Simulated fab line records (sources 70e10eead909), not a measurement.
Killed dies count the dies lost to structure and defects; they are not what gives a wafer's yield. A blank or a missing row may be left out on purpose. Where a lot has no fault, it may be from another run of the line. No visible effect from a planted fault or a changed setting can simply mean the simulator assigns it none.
A lot that was struck, set against a sound lot    flow nand-harc    22 steps out of a route of 1302
Sound: wafers L782.2, L782.4, L782.6. Struck: wafers L798.1, L798.3. (L798.5 of the same lot was not struck and is left out.) The cause comes at the end.
Order at every step that has rows: each side's tool, ch and its chambers, its first start. Under that, the readings that differ: sound wafers    struck wafers    difference of the means    sigmas: that difference in standard deviations of wafers without a fault.
alike: readings whose means differ by less than 2 such deviations, and words and numbers that are the same on both sides. not compared: withheld readings, readings that some wafer has no value for, bounds like >300 that may hide the same value, and numbers for which the record gives no deviation and whose values overlap.
The two part at a step that has a row with sigmas, a row that says differs or no value, or rows on one side only. When numbers do not overlap yet have no deviation, they are printed without sigmas and do not part them. A reading that every wafer of one side lacks parts them only if that side has two wafers or more.

first, 1 step without rows for these wafers: NHARC_P_M1_SRD_25.
NHARC_P_M1_INSPECT_27:
  struck on defect-inspect-01, day 13 17:55; sound on defect-inspect-02, day 7 01:43
  alike: raw-defect-count
NHARC_P_M1_PRE_CLEAN_32: time 12 s.
  sound on pecvd-03 ch 1,2, day 7 01:47; struck on pecvd-02 ch 1, day 13 17:59
reading               sound                 struck         difference  sigmas
susceptor-temp-C (C)  370.45 369.94 370.40  369.74 369.90  -0.44       -2
  alike: heater-power-w
NHARC_P_M1_DEP_33: deposits SiCN, target thk 30 nm.
  sound on pecvd-03 ch 1,2, day 7 01:54; struck on pecvd-02 ch 1, day 13 18:07
  alike: heater-power-w, susceptor-temp-C
then, 7 steps without rows for these wafers: NHARC_P_M2_DEP_00 (deposits SiOC, target thk 182.5 nm); NHARC_P_M2_DEHYDRATE_01 (time 120 s); NHARC_P_M2_HMDS_02 (time 30 s); NHARC_P_M2_COAT_34 (time 65 s); NHARC_P_M2_COAT_03 (resist thk 90 nm); NHARC_P_M2_SOFTBAKE_04 (time 55 s); NHARC_P_M2_EBR_05.
NHARC_P_M2_EXPOSE_06: exposes mask P M2, target cd 170 nm.
  sound on arfi-scanner-03 ch 0, day 7 03:01; struck on arfi-scanner-01 ch 0, day 13 19:13
  alike: mask
then, 2 steps without rows for these wafers: NHARC_P_M2_PEB_07 (peb time 65 s); NHARC_P_M2_DEVELOP_08 (develop time 35 s).
NHARC_P_M2_CD_MEAS_09 targets a cd of 170 nm.
  sound on cd-sem-03 ch 0, day 7 03:10; struck on cd-sem-01 ch 0, day 13 19:22
  alike: cd-nm
NHARC_P_M2_OVL_MEAS_10: pitch 340 nm.
  struck on overlay-02, day 13 19:27; sound on overlay-01, day 7 03:15
reading            sound        struck     difference  sigmas
overlay-y-nm (nm)  0.3 0.5 0.4  -1.7 -1.9  -2.2        -3
  alike: overlay-x-nm
NHARC_P_M2_INSPECT_11:
  struck on defect-inspect-02, day 13 19:29; sound on defect-inspect-02, day 7 03:17
  alike: raw-defect-count
NHARC_P_M2_DESCUM_14: chemistry O2, time 3 s.
  sound on rie-diel-05 ch 0,1,3, day 7 03:22; struck on rie-diel-02 ch 1,3, day 13 19:32
reading                sound              struck       difference  sigmas
model.P_M2.cd-nm (nm)  170.1 169.3 169.2  172.6 171.8  +2.7        
  alike: drypump-motor-current-A, oes-product-au, rf-vpp-V, showerhead-plenum-p-Torr, throttle-valve-pct
  not compared: rf-hours-counter-h
NHARC_P_M2_ETCH_35: etches the open film in N2/H2, target depth 40 nm, overetch 12 nm, time 43.94 s.
  sound on rie-diel-05 ch 1,2,3, day 7 03:26; struck on rie-diel-02 ch 0,2, day 13 19:38
  alike: drypump-motor-current-A, oes-product-au, rf-vpp-V, showerhead-plenum-p-Torr, throttle-valve-pct
  not compared: rf-hours-counter-h
NHARC_P_M2_ETCH_15: etches the open film in C4F8/Ar, target depth 182.5 nm, time 91.2 s.
  sound: rie-diel-05 ch 0,1,2; struck: rie-diel-02 ch 0,2
reading                sound              struck     difference  sigmas
model.P_M2.cd-nm (nm)  170.4 168.7 168.7  172.8 172  +3.1        
  alike: oes-product-au, rf-vpp-V
  not compared: rf-hours-counter-h
NHARC_P_M2_CD_MEAS_16:
  struck on cd-sem-01, day 13 19:51; sound on cd-sem-01, day 7 03:39
reading     sound              struck       difference  sigmas
cd-nm (nm)  170.5 169.1 168.5  173.0 171.9  +3.1        +3
NHARC_END_SORT_01:
  the record has rows for the sound wafers here (prober-01 ch 0, day 24 17:35) and none for the struck ones

## WHERE THEY PART
First at NHARC_P_M1_PRE_CLEAN_32; last, within this record, at NHARC_END_SORT_01.

WHY: whatever the simulator had introduced
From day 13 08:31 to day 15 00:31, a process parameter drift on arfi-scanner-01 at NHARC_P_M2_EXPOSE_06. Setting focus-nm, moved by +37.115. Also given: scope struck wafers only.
